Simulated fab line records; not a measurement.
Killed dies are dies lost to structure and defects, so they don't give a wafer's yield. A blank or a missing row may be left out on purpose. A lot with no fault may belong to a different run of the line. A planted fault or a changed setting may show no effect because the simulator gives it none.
Lot-split experiment / flow n5_finfet / 39 wafers read across 7 lots, on a route 1938 steps long

## ON THE SPLIT
At N5_FIN_CUT_CUT_ETCH_26 (etches SiNx in CH3F/O2, target depth 39 nm, time 55.7 s), the setting time_s was moved away from the recipe's 55.7 s on 18 of the 39 wafers read, by -15.9% to +14.3%. The other wafers ran this setting at the recipe's value.

Split to reading: the file shows no intervening step.

## THE READING
SOC_of_FIN_CUT_COAT_18.thk_nm (the simulator's own value, which no gauge read), in nm, at N5_FIN_CUT_CUT_ETCH_27 (etches SiO2 in CHF3/O2, target depth 4 nm, overetch 2 nm, time 4.9 s). There is no usual value for it anywhere in the file. Across the 21 wafers here that went through the recipe, the average is 207.9 nm and the standard deviation 0.67 nm.

wafer=L075.2; tool, chamber at the split=rie_diel-06, 2; time_s as run, s=55.7; against the recipe=recipe; SOC_of_FIN_CUT_COAT_18.thk_nm, nm=207.6; against lot-mates on the recipe=-
wafer=L075.3; tool, chamber at the split=rie_diel-06, 0; time_s as run, s=55.7; against the recipe=recipe; SOC_of_FIN_CUT_COAT_18.thk_nm, nm=207.2; against lot-mates on the recipe=-
wafer=L075.4; tool, chamber at the split=rie_diel-06, 0; time_s as run, s=55.7; against the recipe=recipe; SOC_of_FIN_CUT_COAT_18.thk_nm, nm=207.8; against lot-mates on the recipe=-
wafer=L078.1; tool, chamber at the split=rie_diel-05, 3; time_s as run, s=46.82; against the recipe=-15.9%; SOC_of_FIN_CUT_COAT_18.thk_nm, nm=210.6; against lot-mates on the recipe=+3.1
wafer=L078.2; tool, chamber at the split=rie_diel-05, 0; time_s as run, s=55.7; against the recipe=recipe; SOC_of_FIN_CUT_COAT_18.thk_nm, nm=207; against lot-mates on the recipe=-
wafer=L078.3; tool, chamber at the split=rie_diel-05, 1; time_s as run, s=46.82; against the recipe=-15.9%; SOC_of_FIN_CUT_COAT_18.thk_nm, nm=209.4; against lot-mates on the recipe=+1.9
wafer=L078.4; tool, chamber at the split=rie_diel-05, 2; time_s as run, s=46.82; against the recipe=-15.9%; SOC_of_FIN_CUT_COAT_18.thk_nm, nm=210; against lot-mates on the recipe=+2.5
wafer=L078.5; tool, chamber at the split=rie_diel-05, 3; time_s as run, s=55.7; against the recipe=recipe; SOC_of_FIN_CUT_COAT_18.thk_nm, nm=207.6; against lot-mates on the recipe=-
wafer=L078.6; tool, chamber at the split=rie_diel-05, 0; time_s as run, s=55.7; against the recipe=recipe; SOC_of_FIN_CUT_COAT_18.thk_nm, nm=207.8; against lot-mates on the recipe=-
wafer=L081.1; tool, chamber at the split=rie_diel-04, 0; time_s as run, s=55.7; against the recipe=recipe; SOC_of_FIN_CUT_COAT_18.thk_nm, nm=206.6; against lot-mates on the recipe=-
wafer=L081.2; tool, chamber at the split=rie_diel-04, 1; time_s as run, s=55.7; against the recipe=recipe; SOC_of_FIN_CUT_COAT_18.thk_nm, nm=207.2; against lot-mates on the recipe=-
wafer=L081.4; tool, chamber at the split=rie_diel-04, 0; time_s as run, s=55.7; against the recipe=recipe; SOC_of_FIN_CUT_COAT_18.thk_nm, nm=207.2; against lot-mates on the recipe=-
wafer=L081.3; tool, chamber at the split=rie_diel-04, 3; time_s as run, s=63.68; against the recipe=+14.3%; SOC_of_FIN_CUT_COAT_18.thk_nm, nm=205.2; against lot-mates on the recipe=-1.8
wafer=L081.5; tool, chamber at the split=rie_diel-04, 3; time_s as run, s=63.68; against the recipe=+14.3%; SOC_of_FIN_CUT_COAT_18.thk_nm, nm=205; against lot-mates on the recipe=-2.0
wafer=L081.6; tool, chamber at the split=rie_diel-04, 1; time_s as run, s=63.68; against the recipe=+14.3%; SOC_of_FIN_CUT_COAT_18.thk_nm, nm=204.8; against lot-mates on the recipe=-2.2
wafer=L085.1; tool, chamber at the split=rie_diel-05, 0; time_s as run, s=55.7; against the recipe=recipe; SOC_of_FIN_CUT_COAT_18.thk_nm, nm=208; against lot-mates on the recipe=-
wafer=L085.4; tool, chamber at the split=rie_diel-05, 1; time_s as run, s=55.7; against the recipe=recipe; SOC_of_FIN_CUT_COAT_18.thk_nm, nm=208; against lot-mates on the recipe=-
wafer=L085.2; tool, chamber at the split=rie_diel-05, 3; time_s as run, s=55.7; against the recipe=recipe; SOC_of_FIN_CUT_COAT_18.thk_nm, nm=208.4; against lot-mates on the recipe=-
wafer=L085.3; tool, chamber at the split=rie_diel-05, 2; time_s as run, s=62.14; against the recipe=+11.6%; SOC_of_FIN_CUT_COAT_18.thk_nm, nm=205.4; against lot-mates on the recipe=-2.7
wafer=L085.5; tool, chamber at the split=rie_diel-05, 3; time_s as run, s=62.14; against the recipe=+11.6%; SOC_of_FIN_CUT_COAT_18.thk_nm, nm=206; against lot-mates on the recipe=-2.1
wafer=L085.6; tool, chamber at the split=rie_diel-05, 0; time_s as run, s=62.14; against the recipe=+11.6%; SOC_of_FIN_CUT_COAT_18.thk_nm, nm=205.6; against lot-mates on the recipe=-2.5
wafer=L092.1; tool, chamber at the split=rie_diel-06, 3; time_s as run, s=55.7; against the recipe=recipe; SOC_of_FIN_CUT_COAT_18.thk_nm, nm=209.2; against lot-mates on the recipe=-
wafer=L092.2; tool, chamber at the split=rie_diel-06, 0; time_s as run, s=55.7; against the recipe=recipe; SOC_of_FIN_CUT_COAT_18.thk_nm, nm=208.6; against lot-mates on the recipe=-
wafer=L092.3; tool, chamber at the split=rie_diel-06, 2; time_s as run, s=50.18; against the recipe=-9.9%; SOC_of_FIN_CUT_COAT_18.thk_nm, nm=210.4; against lot-mates on the recipe=+1.9
wafer=L092.6; tool, chamber at the split=rie_diel-06, 3; time_s as run, s=50.18; against the recipe=-9.9%; SOC_of_FIN_CUT_COAT_18.thk_nm, nm=210.4; against lot-mates on the recipe=+1.9
wafer=L092.4; tool, chamber at the split=rie_diel-06, 1; time_s as run, s=50.18; against the recipe=-9.9%; SOC_of_FIN_CUT_COAT_18.thk_nm, nm=210.2; against lot-mates on the recipe=+1.7
wafer=L092.5; tool, chamber at the split=rie_diel-06, 2; time_s as run, s=55.7; against the recipe=recipe; SOC_of_FIN_CUT_COAT_18.thk_nm, nm=207.8; against lot-mates on the recipe=-
wafer=L094.1; tool, chamber at the split=rie_diel-05, 3; time_s as run, s=62.35; against the recipe=+11.9%; SOC_of_FIN_CUT_COAT_18.thk_nm, nm=206.6; against lot-mates on the recipe=-2.1
wafer=L094.2; tool, chamber at the split=rie_diel-05, 1; time_s as run, s=55.7; against the recipe=recipe; SOC_of_FIN_CUT_COAT_18.thk_nm, nm=208; against lot-mates on the recipe=-
wafer=L094.3; tool, chamber at the split=rie_diel-05, 0; time_s as run, s=62.35; against the recipe=+11.9%; SOC_of_FIN_CUT_COAT_18.thk_nm, nm=206.4; against lot-mates on the recipe=-2.3
wafer=L094.4; tool, chamber at the split=rie_diel-05, 2; time_s as run, s=55.7; against the recipe=recipe; SOC_of_FIN_CUT_COAT_18.thk_nm, nm=209.2; against lot-mates on the recipe=-
wafer=L094.5; tool, chamber at the split=rie_diel-05, 1; time_s as run, s=55.7; against the recipe=recipe; SOC_of_FIN_CUT_COAT_18.thk_nm, nm=208.8; against lot-mates on the recipe=-
wafer=L094.6; tool, chamber at the split=rie_diel-05, 0; time_s as run, s=62.35; against the recipe=+11.9%; SOC_of_FIN_CUT_COAT_18.thk_nm, nm=205.8; against lot-mates on the recipe=-2.9
wafer=L097.1; tool, chamber at the split=rie_diel-06, 2; time_s as run, s=61.96; against the recipe=+11.2%; SOC_of_FIN_CUT_COAT_18.thk_nm, nm=205.6; against lot-mates on the recipe=-2.1
wafer=L097.2; tool, chamber at the split=rie_diel-06, 0; time_s as run, s=55.7; against the recipe=recipe; SOC_of_FIN_CUT_COAT_18.thk_nm, nm=207.4; against lot-mates on the recipe=-
wafer=L097.3; tool, chamber at the split=rie_diel-06, 1; time_s as run, s=55.7; against the recipe=recipe; SOC_of_FIN_CUT_COAT_18.thk_nm, nm=207.6; against lot-mates on the recipe=-
wafer=L097.4; tool, chamber at the split=rie_diel-06, 3; time_s as run, s=55.7; against the recipe=recipe; SOC_of_FIN_CUT_COAT_18.thk_nm, nm=208.2; against lot-mates on the recipe=-
wafer=L097.5; tool, chamber at the split=rie_diel-06, 1; time_s as run, s=61.96; against the recipe=+11.2%; SOC_of_FIN_CUT_COAT_18.thk_nm, nm=205.4; against lot-mates on the recipe=-2.3
wafer=L097.6; tool, chamber at the split=rie_diel-06, 2; time_s as run, s=61.96; against the recipe=+11.2%; SOC_of_FIN_CUT_COAT_18.thk_nm, nm=205.8; against lot-mates on the recipe=-1.9

THE FIT
A straight line over all 39 wafers: SOC_of_FIN_CUT_COAT_18.thk_nm changes by -0.176 nm for each +1% of time_s; r = -0.92; the points scatter about the line by 0.64 nm.
The same after taking each lot's own level away (the mean of its wafers on the recipe; 39 wafers): -0.174 nm for each +1%; r = -0.96; scatter 0.41 nm.
That fit puts the effect of the largest move of time_s on the reading at 2.8 nm.
Across the lots, their own levels run from 207.00 to 208.67 nm, a range of 2.5 times the standard deviation given above.
Hence the lot-to-lot level has little effect on the slope; both slopes agree.
Check: +2.66 nm against its lot-mates is what the line predicts for one of the wafers moved furthest among these (-15.9%) when that wafer is left out of the fit. Against them it came out at +3.13 nm.

## THE OTHER SPLITS THESE WAFERS WENT THROUGH
Other splits were also applied to these wafers ahead of the reading. Each is held against what the fit with the lots' levels taken away leaves over:
other split on the same wafers=N5_WELL_APT_EPI_41 target_thk_a; wafers away from the commonest value=18; r with SOC_of_FIN_CUT_COAT_18.thk_nm (lot level and that fit taken away)=-0.02
other split on the same wafers=N5_FIN_SAQP_ALD_61 ald_cycles; wafers away from the commonest value=9; r with SOC_of_FIN_CUT_COAT_18.thk_nm (lot level and that fit taken away)=+0.19

## THE WHOLE CHAIN: every reading that the file lists as answering this split, in the file's order
step=N5_FIN_CUT_CUT_ETCH_26; what it does=etches SiNx in CH3F/O2, target depth 39 nm, time 55.7 s; reading=etch.depth_nm (the simulator's own value, which no gauge read); change (the file's fit)=+0.362 nm for each +1% of the setting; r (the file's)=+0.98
step=N5_FIN_CUT_CUT_ETCH_26; what it does=etches SiNx in CH3F/O2, target depth 39 nm, time 55.7 s; reading=SOC_of_FIN_CUT_COAT_18.thk_nm (the simulator's own value, which no gauge read); change (the file's fit)=-0.176 nm for each +1% of the setting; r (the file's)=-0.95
step=N5_FIN_CUT_CUT_ETCH_27; what it does=etches SiO2 in CHF3/O2, target depth 4 nm, overetch 2 nm, time 4.9 s; reading=SOC_of_FIN_CUT_COAT_18.thk_nm (the simulator's own value, which no gauge read); change (the file's fit)=-0.175 nm for each +1% of the setting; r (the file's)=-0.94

## THE FILE'S OWN FIT
SOC_of_FIN_CUT_COAT_18.thk_nm changes by -0.175 nm for each +1% of time_s, r = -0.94.
